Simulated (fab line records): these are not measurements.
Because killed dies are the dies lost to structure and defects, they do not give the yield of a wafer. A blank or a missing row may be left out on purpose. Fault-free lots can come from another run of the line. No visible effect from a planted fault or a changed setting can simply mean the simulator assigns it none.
Chamber matching ; flow nand-harc ; NHARC_A_STAIRCASE_DESCUM_291 on rie-diel-01: 4 sister chambers
The step chemistry O2, time 3 s. 18 wafers are shown with their chamber, then 9 later ones without.

## WAFERS WITH THEIR CHAMBER
wafer;chamber;drypump-motor-current-A (A);showerhead-plenum-p-Torr (Torr);oes-product-au (a.u.)
L080.2;2;5.7;1.84;1.011
L080.5;3;4.8;1.85;0.999
L080.6;2;5.7;1.84;1.026
L082.1;1;5.3;1.95;1.020
L082.2;0;6.6;1.79;1.006
L082.6;3;4.9;1.85;1.009
L084.1;3;4.9;1.84;1.005
L084.5;2;5.7;1.83;1.020
L084.6;0;6.6;1.79;1.000
L087.2;1;5.2;1.95;1.007
L087.3;0;6.6;1.79;1.006
L087.4;3;4.8;1.84;0.992
L089.3;2;5.7;1.83;1.008
L089.4;3;4.9;1.84;0.998
L089.5;3;4.9;1.84;0.991
L090.1;3;4.8;1.84;0.993
L090.3;0;6.6;1.78;1.000
L090.4;1;5.2;1.95;1.010

SIGNATURES, as means of the wafers listed above
reading;chamber 0;chamber 1;chamber 2;chamber 3;scatter within a chamber
drypump-motor-current-A;6.600;5.233;5.700;4.857;0.0412
showerhead-plenum-p-Torr;1.7875;1.9500;1.8350;1.8429;0.00476
oes-product-au;1.00300;1.01233;1.01625;0.99814;0.00662
Rule: distance of a wafer from a chamber = root of the sum over the readings of ((wafer's reading minus chamber's mean) / reading's scatter) squared. If the next closest chamber is less than 2 further off than the closest, the wafer can't be placed; otherwise it belongs to the closest. How the scatter is found: for the shown wafers, subtract from each reading the mean of its chamber, square and add these, divide the total by (wafers less chambers), then take the root.

## WAFERS WITH NO CHAMBER GIVEN
wafer;drypump-motor-current-A (A);showerhead-plenum-p-Torr (Torr);oes-product-au (a.u.)
L091.2;5.7;1.83;1.015
L091.3;5.2;1.94;1.012
L091.4;6.6;1.78;1.012
L093.2;6.6;1.78;1.008
L093.4;4.8;1.84;0.978
L093.5;5.2;1.94;0.990
L094.1;5.7;1.83;1.021
L094.3;6.6;1.78;1.013
L094.5;4.9;1.84;0.994

## WHICH CHAMBER EACH WENT THROUGH
wafer;from the rows above;in truth
L091.2;2;2
L091.3;1;1
L091.4;0;0
L093.2;0;0
L093.4;3;3
L093.5;1;1
L094.1;2;2
L094.3;0;0
L094.5;3;3
Correctly placed: 9 of 9. Number that these rows cannot place: 0. Placed wrongly: 0.
